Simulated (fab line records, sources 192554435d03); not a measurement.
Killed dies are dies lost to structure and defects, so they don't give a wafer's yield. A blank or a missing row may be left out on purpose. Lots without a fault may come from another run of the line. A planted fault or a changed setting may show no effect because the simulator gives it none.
Problem report in the 8D (eight disciplines) form, filled by code | flow n5_finfet | the parts of the form that need people (team, actions taken, sign-off) are left out

1. THE PROBLEM
barrier_field_endpoint_s at N5_BEOL_M3_CMP_52 reads a mean of 14.1 s on 2 wafers of 1 lot; wafers without a fault read 24.8 s with a standard deviation of 0.69. That is -16 standard deviations from the usual mean.
The step: polishes, stops on SiOC, t overpolish 6.8 s, target thk 40 nm.
First seen on wafer L528.1, day 9 09:55, on cmp-04. The record holds 30 wafers of 10 lots with a number at this step. Rule for "out", or "out of limits": more than 4 standard deviations from the usual mean. The other wafers with a number count as sound.

2. WHAT IT IS AND WHAT IT IS NOT
question                    | is                                           | is not
which readings at this step | barrier_field_endpoint_s, time_to_endpoint_s | motor_current_A, overpolish_run_s, slurry_flow_ml_min
which lots                  | L528                                         | L520, L521, L522, L523, L532, L534, L535, L541, L542
which wafers of those lots  | L528.1, L528.4                               | L528.2
read on which tools         | cmp-04                                       | cmp-01, cmp-03
when                        | from day 9 09:55                             | up to then (13 sound wafers); but 15 sound wafers of L532, L534, L535, L541, L542 came after

3. SUSPECTS, AND WHAT RULES EACH OUT
Counting: a tool at a process step up to the reading stays a suspect if it ran every lot that is out. Sound lots after the first of them don't rule it out here, since some wafers of a struck lot are sound.
- pvd_sputter-03 at N5_BEOL_M3_SPUTTER_86 (material Cu, target thk 4.5 nm, time 8.29 s): kept. It ran the lot that is out, L528 (day 9 08:17); its last sound lot up to then is L523 (day 8 00:07).
- pvd_sputter-03 at N5_BEOL_M3_ANNEAL_89 (time 240 s): kept. It ran the lot that is out, L528 (day 9 08:35); its last sound lot up to then is L523 (day 8 00:25).
- cmp-04 at N5_BEOL_M3_CMP_52 (polishes, stops on SiOC, t overpolish 6.8 s, target thk 40 nm): kept. It ran the lot that is out, L528 (day 9 09:55); its last sound lot up to then is L523 (day 8 01:45). Its own readings are out on those wafers: barrier_field_endpoint_s, time_to_endpoint_s.
- Within cmp-04 at N5_BEOL_M3_CMP_52: the wafers that are out ran in chambers 0, 1; their sound lot-mates ran in chamber 3.
Left after counting: pvd_sputter-03 at N5_BEOL_M3_SPUTTER_86, pvd_sputter-03 at N5_BEOL_M3_ANNEAL_89, cmp-04 at N5_BEOL_M3_CMP_52.

4. THE CAUSE (what the simulator had put in)
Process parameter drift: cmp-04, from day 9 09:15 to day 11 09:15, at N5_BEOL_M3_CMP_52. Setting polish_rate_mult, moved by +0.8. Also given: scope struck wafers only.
Counting left 3 suspects, and this tool is among them.

5. THE CHAIN OF EFFECTS, in route order
Each row: a reading whose mean over the struck wafers that have a number lies more than 3 standard deviations from the usual. Only readings for which the record gives a usual standard deviation are gone through. hours: the time from each lot's start at the first step in this table that gives one to its start at this step, as a median over the lots. sigmas: the change in usual standard deviations.
hours | step              | reading                  | usual  | on struck wafers | change | sigmas
0     | N5_BEOL_M3_CMP_52 | barrier_field_endpoint_s | 24.8 s | 14.1             | -10.7  | -16
0     | N5_BEOL_M3_CMP_52 | time_to_endpoint_s       | 63 s   | 36               | -27    | -6.9
The process steps in it:
- N5_BEOL_M3_CMP_52: polishes, stops on SiOC, t overpolish 6.8 s, target thk 40 nm.
Later measuring or inspecting steps at which every struck wafer that the step has a row for has a number for every such reading, and none has moved that far: N5_BEOL_M3_INSPECT_59, N5_BEOL_M4_RC_MEAS_101.

6. WHAT WOULD HAVE CAUGHT IT SOONER
In this record the first reading out of limits was taken at day 9 09:55, 1 hour after the fault began at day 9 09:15.
